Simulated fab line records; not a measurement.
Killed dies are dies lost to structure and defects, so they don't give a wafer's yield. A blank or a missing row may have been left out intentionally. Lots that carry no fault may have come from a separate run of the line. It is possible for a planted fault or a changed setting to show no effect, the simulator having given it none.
The tool behind it: which one?	flow nand_harc	Sampling: 6 lots, 18 wafers, 3 of 1302 route steps

## WHAT EACH GAUGE READ, for each wafer
NHARC_P_ZERO_WELL_CD_MEAS_52 targets a cd of 2000 nm.
lot	measured	on	cd_nm (nm)
L352	day 2 12:30	cd_sem-01	2000.1 1999.2 2001.2
L357	day 4 14:02	cd_sem-03	1999.3 2002.5 2001.5
L359	day 5 10:14	cd_sem-02	1895.0 1892.2 1893.8
L369	day 9 13:55	cd_sem-02	2000.8 2000.3 2002.3
L371	day 10 10:02	cd_sem-03	1999.6 1998.9 1998.6
L373	day 11 05:49	cd_sem-01	2001.6 1998.2 1999.1

## WHAT TOOL EACH LOT RAN ON (gives the tool, then ch and the chambers of the sampled wafers, and finally the start)
lot	NHARC_P_ZERO_WELL_DESCUM_13	NHARC_P_ZERO_WELL_EXPOSE_49
L352	rie_diel-04 ch 0,1,3, day 2 07:16	krf_scanner-04 ch 0, day 2 12:20
L357	rie_diel-04 ch 0,3, day 4 09:26	krf_scanner-01 ch 0, day 4 13:53
L359	rie_diel-04 ch 1,3, day 5 05:34	krf_scanner-01 ch 0, day 5 10:05
L369	rie_diel-02 ch 0,1, day 9 09:25	krf_scanner-02 ch 0, day 9 13:46
L371	rie_diel-12 ch 1,2,3, day 10 05:26	krf_scanner-02 ch 0, day 10 09:53
L373	rie_diel-04 ch 1,2,3, day 11 01:25	krf_scanner-01 ch 0, day 11 05:40
- NHARC_P_ZERO_WELL_DESCUM_13: chemistry O2, time 3 s.
- NHARC_P_ZERO_WELL_EXPOSE_49: exposes mask P HVPW, target cd 2000 nm.

## THE ANSWER, worked out from the rows above alone
Rule: the lots themselves supply what counts as usual. The widest of any qualifying gaps counts: lots, ordered by their means at a reading, are off when they make up no more than a third of the lots, leave a main group of 4 or more, and stand apart from it by 3 or more times the standard deviation of that group's means. If all means in a main group match to the digits the tables above print for the reading, that group is not used. Also off: a lot with no number at a reading for which 4 or more lots have one. Any other lot the step has rows for is counted as sound.
Off at NHARC_P_ZERO_WELL_CD_MEAS_52 (cd_nm): L359. The main group has a mean of 2000.2 nm with a standard deviation of 0.82.
A tool fits if, at a process step before that reading, it ran every lot that is off, and no sound lot after the first of them. Gauges at NHARC_P_ZERO_WELL_CD_MEAS_52: tried the same way as those tools. Of those tried, none fits.

## WHAT HAD BEEN PUT IN BY THE SIMULATOR
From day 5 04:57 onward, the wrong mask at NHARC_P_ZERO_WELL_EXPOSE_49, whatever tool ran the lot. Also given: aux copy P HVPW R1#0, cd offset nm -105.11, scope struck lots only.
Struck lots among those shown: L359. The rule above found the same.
